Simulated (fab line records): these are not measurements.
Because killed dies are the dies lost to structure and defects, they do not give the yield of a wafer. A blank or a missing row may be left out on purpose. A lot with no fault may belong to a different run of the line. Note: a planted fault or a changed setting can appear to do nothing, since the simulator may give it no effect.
A struck lot beside a sound one -- flow nandHarc -- 15 steps out of a route of 1302
Sound: these wafers, L173.1, L173.2, L173.4. The struck wafers were L165.1, L165.2, L165.4. Last of all comes the cause.
For every step that has rows: the tool of each side, followed by ch and its chambers, followed by its first start. Under that, the readings that differ: sound wafers -- struck wafers -- difference of the means -- sigmas: that difference in standard deviations of wafers without a fault.
alike: same words and numbers on both sides, and readings whose means sit less than 2 such deviations apart. not compared: any withheld reading, any reading some wafer has no value for, any bound like >300 that may hide the same value, and any number with overlapping values for which the record gives no deviation.
The two part at a step that has a row with sigmas, a row that says differs or no value, or rows on one side only. Numbers that don't overlap but have no deviation are shown without sigmas and don't part them. A reading that every wafer of one side lacks parts them only if that side has two wafers or more.

first, 3 steps without rows for these wafers: NHARC_A_BLC_EXPOSE_07 (exposes mask A BLC, target cd 100 nm); NHARC_A_BLC_PEB_08 (peb time 65 s); NHARC_A_BLC_DEVELOP_09 (develop time 35 s).
NHARC_A_BLC_CD_MEAS_10 targets a cd of 100 nm.
  sound on cdSem-01 ch 0, day 28 16:02; struck on cdSem-02 ch 0, day 25 13:06
  alike: cdNm
NHARC_A_BLC_OVL_MEAS_11:
  sound on overlay-01, day 28 16:07; struck on overlay-01, day 25 13:11
  alike: overlayXNm, overlayYNm
NHARC_A_BLC_INSPECT_12:
  sound on defectInspect-01, day 28 16:09; struck on defectInspect-02, day 25 13:13
  alike: rawDefectCount
NHARC_A_BLC_DESCUM_15: chemistry O2, time 3 s.
  sound on rieDiel-04 ch 0,2,3, day 28 16:13; struck on rieDiel-04 ch 2,3, day 25 13:18
  alike: drypumpMotorCurrentA, oesProductAu, rfVppV, showerheadPlenumPTorr, throttleValvePct
  not compared: rfHoursCounterH
NHARC_A_BLC_ETCH_16: etches the open film in CF4, target depth 39 nm, time 65 s.
  sound on rieDiel-04 ch 0,1,3, day 28 16:19; struck on rieDiel-04 ch 0,2, day 25 13:23
  alike: drypumpMotorCurrentA, oesProductAu, rfFwdPowerW, rfVppV, showerheadPlenumPTorr, throttleValvePct
  not compared: rfHoursCounterH
NHARC_A_BLC_ETCH_17: etches the open film in N2/H2, target depth 390 nm, time 609.38 s.
  sound on rieDiel-04 ch 0,2,3; struck on rieDiel-04 ch 0,3
  alike: drypumpMotorCurrentA, oesProductAu, rfFwdPowerW, rfVppV, showerheadPlenumPTorr, throttleValvePct
  not compared: rfHoursCounterH
NHARC_A_BLC_ETCH_18: etches the open film in C4F8/O2/Ar, target depth 910 nm.
  sound on rieDiel-04 ch 0,1,3; struck on rieDiel-04 ch 0,2
  alike: oesProductAu, rfFwdPowerW, rfVppV
  not compared: rfHoursCounterH
NHARC_A_BLC_CD_MEAS_19:
  sound on cdSem-02, day 28 17:11; struck on cdSem-01, day 25 14:53
  alike: cdNm
NHARC_A_BLC_STRIP_29: strips in CF4.
  sound on rieDiel-12 ch 0,1,2, day 28 17:16; struck on rieDiel-04 ch 0,3, day 25 14:58
  alike: cf4FlowSccm, drypumpMotorCurrentA, oesProductAu, rfVppV, showerheadPlenumPTorr, throttleValvePct
  not compared: rfHoursCounterH
NHARC_A_BLC_STRIP_21: strips in O2.
  sound on rieDiel-12 ch 0,1,2, day 28 17:22; struck on rieDiel-04 ch 0,2,3, day 25 15:05
  no value came back on the struck wafers for any of 8 readings (biasW (W), chamberPressureMTorr (mTorr) and others); on the sound wafers biasW (W) reads 0 0 0
then, 1 step without rows for these wafers: NHARC_A_BLC_STRIP_22 (strips in post etch residue remover, time 600 s).
NHARC_END_SORT_01:
  only the struck wafers appear in the record here, on prober-02 ch 0 at day 27 09:11; the sound ones have no rows

## WHERE THEY PART
Last at NHARC_END_SORT_01 as far as this record goes, first at NHARC_A_BLC_STRIP_21.

WHY: what had been put in by the simulator
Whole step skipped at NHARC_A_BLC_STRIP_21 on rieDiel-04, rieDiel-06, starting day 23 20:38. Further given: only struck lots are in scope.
